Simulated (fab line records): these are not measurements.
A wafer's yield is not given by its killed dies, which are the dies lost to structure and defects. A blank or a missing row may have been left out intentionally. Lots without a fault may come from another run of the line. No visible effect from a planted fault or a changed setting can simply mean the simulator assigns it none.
Problem report in the 8D (eight disciplines) form, filled by code / flow n5 finfet / the parts of the form that need people (team, actions taken, sign-off) are left out

1. THE ISSUE
trench depth nm at N5_BEOL_M7_OCD_MEAS_38 reads a mean of 85.1 nm on 1 wafer of 1 lot; wafers without a fault read 93.6 nm with a standard deviation of 1.6. Relative to the usual mean, that is a shift of -5.3 standard deviations.
Seen first at day 11 12:01 on ocd-02, wafer L694.3. The record has a number at this step for 27 wafers belonging to 9 lots. The rule behind "out" and "out of limits": a value lying over 4 standard deviations away from the usual mean. The other wafers with a number count as sound.

2. WHAT IT IS; WHAT IT IS NOT
question=which readings at this step | is=trench depth nm | is not=-
question=which lots | is=L694 | is not=L686, L688, L703, L704, L705, L706, L708, L709
question=which wafers of those lots | is=L694.3 | is not=L694.1, L694.4
question=read on which gauges | is=ocd-02 | is not=ocd-01
question=when | is=from day 11 12:01 | is not=up to then (8 sound wafers); but 18 sound wafers of L703, L704, L705, L706, L708, L709 came after

3. SUSPECTS, AND WHAT RULES EACH OUT
Counting: any tool at a process step up to the reading remains a suspect provided it ran every lot that is out. Sound lots after the first of them don't rule it out here, since some wafers of a struck lot are sound.
- the gauge at N5_BEOL_M7_OCD_MEAS_38: ruled out. All the wafers that are out were read on ocd-02, but those of them that N5_BEOL_M7_TRENCH_ETCH_37 has rows for are out there too, on other tools.
- rie diel-05 at N5_BEOL_M7_STRIP_67 (strips in CF4): kept. The lot that is out, L694, ran on it at day 11 10:47; the last sound lot it ran before that was L686, at day 8 19:32.
- rie diel-03 at N5_BEOL_M7_TRENCH_ETCH_37 (etches SiCOH lowk in C4F6/O2, target depth 93.478 nm, time 31.2 s): kept. The lot that is out, L694, ran on it at day 11 11:52; the last sound lot it ran before that was L688, at day 9 07:47. On those wafers its own readings are out: rf fwd power W, rf vpp V.
- Within rie diel-05 at N5_BEOL_M7_STRIP_67: the wafers that are out ran in chamber 0; their sound lot-mates ran in chambers 1, 3.
- Within rie diel-03 at N5_BEOL_M7_TRENCH_ETCH_37: the wafers that are out ran in chamber 2; their sound lot-mates ran in chambers 1, 3.
After counting, rie diel-05 at N5_BEOL_M7_STRIP_67 and rie diel-03 at N5_BEOL_M7_TRENCH_ETCH_37 remain.

4. THE CAUSE (what the simulator had put in)
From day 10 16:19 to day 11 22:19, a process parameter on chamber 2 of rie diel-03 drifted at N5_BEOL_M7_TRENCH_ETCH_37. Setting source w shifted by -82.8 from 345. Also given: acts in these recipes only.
This tool is one of the 2 suspects left after counting.

5. SEQUENCE OF EFFECTS, ordered by route
Rows list readings where the struck wafers' mean (over those with a number) sits beyond 3 standard deviations from the usual. Only readings for which the record gives a usual standard deviation are gone through. hours: the time from each lot's start at the first step in this table that gives one to its start at this step, as a median over the lots. sigmas: the change in usual standard deviations.
hours=0; step=N5_BEOL_M7_TRENCH_ETCH_37; reading=oes_f_703_au; usual=0.74 a.u.; on struck wafers=0.52; change=-0.22; sigmas=-3.9
hours=0; step=N5_BEOL_M7_TRENCH_ETCH_37; reading=oes_o_777_au; usual=0.74 a.u.; on struck wafers=0.55; change=-0.19; sigmas=-3.3
hours=0; step=N5_BEOL_M7_TRENCH_ETCH_37; reading=rf fwd power W; usual=340.7 W; on struck wafers=257.8; change=-82.9; sigmas=-69
hours=0; step=N5_BEOL_M7_TRENCH_ETCH_37; reading=rf vpp V; usual=666 V; on struck wafers=762; change=+96; sigmas=+21
hours=0; step=N5_BEOL_M7_OCD_MEAS_38; reading=trench depth nm; usual=93.6 nm; on struck wafers=85.1; change=-8.5; sigmas=-5.3
hours=3; step=N5_BEOL_M7_THK_MEAS_53; reading=M7_THK; usual=80.2 nm; on struck wafers=71.0; change=-9.2; sigmas=-5.1
hours=3; step=N5_BEOL_M7_RS_MEAS_57; reading=M7_RS; usual=0.287 ohm/sq; on struck wafers=0.332; change=+0.045; sigmas=+6.2
Its process steps:
- N5_BEOL_M7_TRENCH_ETCH_37: etches SiCOH lowk in C4F6/O2, target depth 93.478 nm, time 31.2 s.

6. HOW IT WOULD HAVE BEEN CAUGHT EARLIER
The first out-of-limits reading at a measuring or inspecting step in this record came at day 11 12:01, 20 hours after the fault's start at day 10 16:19.
At N5_BEOL_M7_TRENCH_ETCH_37, the tool's own readings (rf fwd power W, rf vpp V) were out on each struck wafer the step has a row for, so an alarm limit on them would have fired on the first such wafer.
Lots out: 1; all had begun N5_BEOL_M7_TRENCH_ETCH_37 on rie diel-03 by day 11 12:01. Holding the tool at that point would not have protected any of them.
